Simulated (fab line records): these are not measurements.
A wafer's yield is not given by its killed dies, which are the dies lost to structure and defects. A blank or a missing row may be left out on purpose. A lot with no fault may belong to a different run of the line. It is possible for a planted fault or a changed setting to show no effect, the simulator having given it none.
Which of the tools did it? | flow n5Finfet | 27 wafers from 9 lots sampled at 7 of the route's 1938 steps

== WHAT THE GAUGES SHOWED, per wafer ==
N5_DUMMY_GATE_CD_MEAS_24 targets a cd of 15 nm.
lot  | measured    | on       | cdNm (nm)
L259 | day 3 07:07 | cdSem-01 | 14.7 14.4 14.2
L261 | day 3 17:00 | cdSem-02 | 14.7 14.6 14.9
L266 | day 5 00:59 | cdSem-03 | 14.9 15.4 14.6
L269 | day 5 17:25 | cdSem-01 | 15.3 15.0 14.4
L272 | day 6 11:33 | cdSem-02 | 14.9 14.6 14.7
L277 | day 7 19:38 | cdSem-03 | 15.4 15.1 15.1
L279 | day 8 09:17 | cdSem-01 | 14.3 14.0 14.3
L280 | day 8 11:43 | cdSem-01 | 14.6 15.3 15.2
L281 | day 8 18:49 | cdSem-01 | 15.0 14.4 13.7

N5_SD_EPI_N_EPI_MEAS_23.
lot  | measured    | on           | thkNm (nm)
L259 | day 3 12:16 | filmMetro-02 | 59.0 60.0 59.2
L261 | day 3 22:01 | filmMetro-02 | 59.0 59.5 56.3
L266 | day 5 05:51 | filmMetro-02 | 70.2 70.8 72.3
L269 | day 5 22:44 | filmMetro-02 | 73.5 70.3 71.6
L272 | day 6 17:01 | filmMetro-02 | 56.1 57.3 57.3
L277 | day 8 02:01 | filmMetro-02 | 57.0 60.2 60.8
L279 | day 8 14:36 | filmMetro-01 | 59.9 59.3 59.7
L280 | day 8 17:55 | filmMetro-02 | 58.8 59.9 59.2
L281 | day 9 03:06 | filmMetro-02 | 58.6 60.5 58.4

N5_SD_ACTIVATION_RS_MEAS_03: measurement is done with a four-point probe.
lot  | measured    | on           | RS_SD_N (ohm/sq)  | RS_SD_P (ohm/sq)
L259 | day 3 17:33 | filmMetro-02 | 21.82 21.71 21.99 | 57.0 57.0 57.5
L261 | day 4 03:14 | filmMetro-02 | 21.91 22.00 22.28 | 58.0 57.5 57.2
L266 | day 5 11:20 | filmMetro-02 | 17.36 18.01 17.61 | 54.2 53.7 53.8
L269 | day 6 04:56 | filmMetro-01 | 17.40 17.55 17.80 | 56.1 55.9 55.7
L272 | day 6 22:09 | filmMetro-01 | 22.46 22.06 22.26 | 56.1 56.4 56.2
L277 | day 8 07:14 | filmMetro-01 | 22.30 22.42 22.27 | 55.6 55.5 55.0
L279 | day 8 19:40 | filmMetro-01 | 22.21 21.82 22.02 | 55.6 56.5 55.1
L280 | day 8 23:11 | filmMetro-01 | 21.77 21.68 21.60 | 56.8 55.7 56.4
L281 | day 9 10:15 | filmMetro-02 | 21.69 21.90 21.76 | 56.8 55.4 56.3

N5_BEOL_M4_RC_MEAS_101.
lot  | measured     | on        | DIBL_N (mV/V)  | DIBL_P (mV/V) | IOFF_N (nA/um) | IOFF_P (nA/um) | ION_N (uA/um) | ION_P (uA/um) | RS_SD_N (ohm/sq) | SS_N (mV/dec)  | SS_P (mV/dec)  | VT_N (mV)   | VT_P (mV)
L259 | day 8 02:04  | prober-02 | 37.3 37.3 37.4 | 38 40 38      | 0.18 0.19 0.18 | 0.23 0.27 0.22 | 677 675 676   | 459 465 460   | 28.5 28.4 28.3   | 72.0 72.5 72.6 | 73.5 74.2 73.8 | 250 248 255 | -250 -248 -252
L261 | day 8 20:26  | prober-01 | 35.7 33.3 37.1 | 36 34 38      | 0.15 0.11 0.18 | 0.19 0.17 0.24 | 673 651 669   | 458 455 461   | 28.3 28.6 28.4   | 71.9 70.6 71.6 | 72.4 71.8 73.8 | 253 255 248 | -250 -253 -249
L266 | day 10 21:11 | prober-01 | 35.2 39.6 38.0 | 35 39 37      | 0.12 0.21 0.16 | 0.16 0.24 0.20 | 669 685 664   | 453 467 452   | 22.7 22.8 22.9   | 70.9 72.1 71.7 | 73.2 74.1 73.1 | 258 245 249 | -253 -249 -251
L269 | day 11 12:04 | prober-02 | 39.9 37.4 43.1 | 40 38 45      | 0.27 0.19 0.42 | 0.28 0.24 0.43 | 707 685 727   | 469 463 484   | 22.6 23.2 22.7   | 72.0 72.1 73.1 | 73.5 73.4 74.8 | 241 246 236 | -247 -248 -242
L272 | day 11 19:13 | prober-02 | 35.8 36.5 38.3 | 36 37 38      | 0.13 0.14 0.19 | 0.21 0.21 0.27 | 659 658 682   | 465 455 471   | 29.2 29.0 28.8   | 71.9 71.5 72.0 | 73.3 73.3 74.3 | 256 252 248 | -249 -250 -248
L277 | day 13 00:09 | prober-02 | 37.6 35.7 37.4 | 37 34 36      | 0.19 0.16 0.20 | 0.24 0.21 0.24 | 683 667 685   | 463 462 466   | 28.9 28.9 28.8   | 72.1 71.5 72.0 | 73.9 73.3 73.8 | 249 249 244 | -249 -250 -250
L279 | day 13 22:26 | prober-01 | 38.6 39.0 39.9 | 42 39 41      | 0.21 0.20 0.23 | 0.29 0.23 0.26 | 685 676 687   | 475 455 466   | 28.7 28.6 28.3   | 72.0 71.8 72.2 | 74.4 74.7 74.6 | 247 247 245 | -249 -251 -249
L280 | day 14 00:07 | prober-02 | 37.5 34.7 37.5 | 39 35 40      | 0.18 0.13 0.19 | 0.22 0.17 0.26 | 679 673 677   | 466 459 463   | 28.4 28.3 28.1   | 72.5 71.5 72.1 | 73.7 73.4 74.5 | 251 254 248 | -252 -252 -249
L281 | day 14 05:08 | prober-02 | 36.5 36.5 36.0 | 37 39 37      | 0.18 0.19 0.15 | 0.22 0.27 0.20 | 681 690 677   | 462 476 461   | 28.2 28.2 28.1   | 72.6 72.7 72.3 | 73.0 74.0 73.7 | 250 247 253 | -249 -247 -253

== WHICH TOOL RAN EACH LOT (tool, then ch and the chambers of the sampled wafers, then the start) ==
lot  | N5_DUMMY_GATE_STRIP_48           | N5_SD_EPI_N_STRIP_38               | N5_SD_EPI_N_EPI_21
L259 | rieDiel-04 ch 0,3, day 3 07:20   | plasmaAsher-01 ch 0,1, day 3 09:25 | epiRpcvd-04 ch 0, day 3 11:05
L261 | rieDiel-02 ch 0,1,3, day 3 17:14 | plasmaAsher-01 ch 0,1, day 3 19:23 | epiRpcvd-01 ch 0, day 3 20:17
L266 | rieDiel-02 ch 0,1,2, day 5 01:05 | plasmaAsher-01 ch 0,1, day 5 03:14 | epiRpcvd-02 ch 0, day 5 04:08
L269 | rieDiel-02 ch 0,3, day 5 17:31   | plasmaAsher-01 ch 1, day 5 20:07   | epiRpcvd-02 ch 0, day 5 21:02
L272 | rieDiel-06 ch 0,3, day 6 11:38   | plasmaAsher-02 ch 0,1, day 6 13:41 | epiRpcvd-01 ch 0, day 6 15:28
L277 | rieDiel-06 ch 0,1,3, day 7 19:44 | plasmaAsher-02 ch 0,1, day 7 22:40 | epiRpcvd-04 ch 0, day 8 00:28
L279 | rieDiel-04 ch 1,2, day 8 09:23   | plasmaAsher-02 ch 1, day 8 11:59   | epiRpcvd-04 ch 0, day 8 12:53
L280 | rieDiel-06 ch 0,1,2, day 8 11:49 | plasmaAsher-02 ch 0,1, day 8 15:16 | epiRpcvd-02 ch 0, day 8 16:28
L281 | rieDiel-04 ch 0,2,3, day 8 18:55 | plasmaAsher-02 ch 0, day 8 21:39   | epiRpcvd-01 ch 0, day 8 23:05
- N5_DUMMY_GATE_STRIP_48: strips in N2/H2, time 20 s.
- N5_SD_EPI_N_STRIP_38: strips in N2/H2.
- N5_SD_EPI_N_EPI_21: deposits Si:P, time 690 s.

== WHAT THE TOOLS THEMSELVES READ (means of the sampled wafers that have a number; where no wafer has one, the mark that the record gives instead) ==
N5_DUMMY_GATE_STRIP_48.
lot  | tool       | drypumpMotorCurrentA (A) | oesProductAu (a.u.) | rfVppV (V) | showerheadPlenumPTorr (Torr) | throttleValvePct (%)
L259 | rieDiel-04 | 5.5                      | 0.81                | 45.9       | 3.45                         | 12.19
L261 | rieDiel-02 | 5.5                      | 0.80                | 45.1       | 3.44                         | 12.41
L266 | rieDiel-02 | 5.5                      | 0.71                | 44.8       | 3.34                         | 12.40
L269 | rieDiel-02 | 5.4                      | 0.84                | 45.3       | 3.52                         | 12.50
L272 | rieDiel-06 | 5.3                      | 0.85                | 45.7       | 3.59                         | 12.09
L277 | rieDiel-06 | 5.4                      | 0.82                | 45.7       | 3.48                         | 12.20
L279 | rieDiel-04 | 5.5                      | 0.71                | 44.8       | 3.26                         | 12.28
L280 | rieDiel-06 | 5.7                      | 0.79                | 45.4       | 3.41                         | 12.32
L281 | rieDiel-04 | 5.6                      | 0.76                | 45.5       | 3.34                         | 12.22

N5_SD_EPI_N_STRIP_38.
lot  | tool           | drypumpMotorCurrentA (A) | heaterPowerW (W) | oesProductAu (a.u.)
L259 | plasmaAsher-01 | 5.7                      | 323              | 0.750
L261 | plasmaAsher-01 | 5.7                      | 315              | 0.760
L266 | plasmaAsher-01 | 5.7                      | 328              | 0.776
L269 | plasmaAsher-01 | 5.7                      | 307              | 0.759
L272 | plasmaAsher-02 | 4.9                      | 379              | 0.766
L277 | plasmaAsher-02 | 4.9                      | 373              | 0.761
L279 | plasmaAsher-02 | 5.2                      | 388              | 0.759
L280 | plasmaAsher-02 | 5.1                      | 382              | 0.752
L281 | plasmaAsher-02 | 4.8                      | 372              | 0.765

N5_SD_EPI_N_EPI_21.
lot  | tool        | chamberPressureTorr (Torr) | lampInnerPct (%)
L259 | epiRpcvd-04 | 255.6                      | 14.7
L261 | epiRpcvd-01 | 255.5                      | 14.3
L266 | epiRpcvd-02 | 393.9                      | 13.5
L269 | epiRpcvd-02 | 394.1                      | 13.6
L272 | epiRpcvd-01 | 254.7                      | 14.4
L277 | epiRpcvd-04 | 254.8                      | 14.6
L279 | epiRpcvd-04 | 254.5                      | 14.6
L280 | epiRpcvd-02 | 254.5                      | 13.5
L281 | epiRpcvd-01 | 254.9                      | 14.4

== THE ANSWER, worked out from the rows above alone ==
Rule: the lots themselves supply what counts as usual. Put in order of their means at a reading, lots are off if they are a third of the lots or fewer, leave a main group of 4 or more, and stand apart from it by a gap of 3 or more times the standard deviation of the main group's means; of several such gaps the widest counts. If all means in a main group match to the digits the tables above print for the reading, that group is not used. Also off: a lot with no number at a reading for which 4 or more lots have one. Any other lot the step has rows for is counted as sound. Order of review: gauges by route order, followed by the tools' own readings, for which a lot's mean as printed above is used. The first step at which some lot is off is used, and at that step the reading that is off furthest; a lot without a number counts as furthest.
Off, at N5_SD_EPI_N_EPI_MEAS_23 on thkNm: L266, L269. Mean 58.9 nm and standard deviation 0.89 in the main group.
If a tool, at a process step before that reading, ran all the lots that are off and no sound lot after the first of them, it fits. Not tried: the gauges at N5_SD_EPI_N_EPI_MEAS_23; whatever is off there is also off at N5_BEOL_M4_RC_MEAS_101, on other tools, and gauge error can't account for it. 2 tools fit, rieDiel-02 at N5_DUMMY_GATE_STRIP_48 and plasmaAsher-01 at N5_SD_EPI_N_STRIP_38, so this cannot tell which one it is.

== WHAT THE SIMULATOR HAD PUT IN ==
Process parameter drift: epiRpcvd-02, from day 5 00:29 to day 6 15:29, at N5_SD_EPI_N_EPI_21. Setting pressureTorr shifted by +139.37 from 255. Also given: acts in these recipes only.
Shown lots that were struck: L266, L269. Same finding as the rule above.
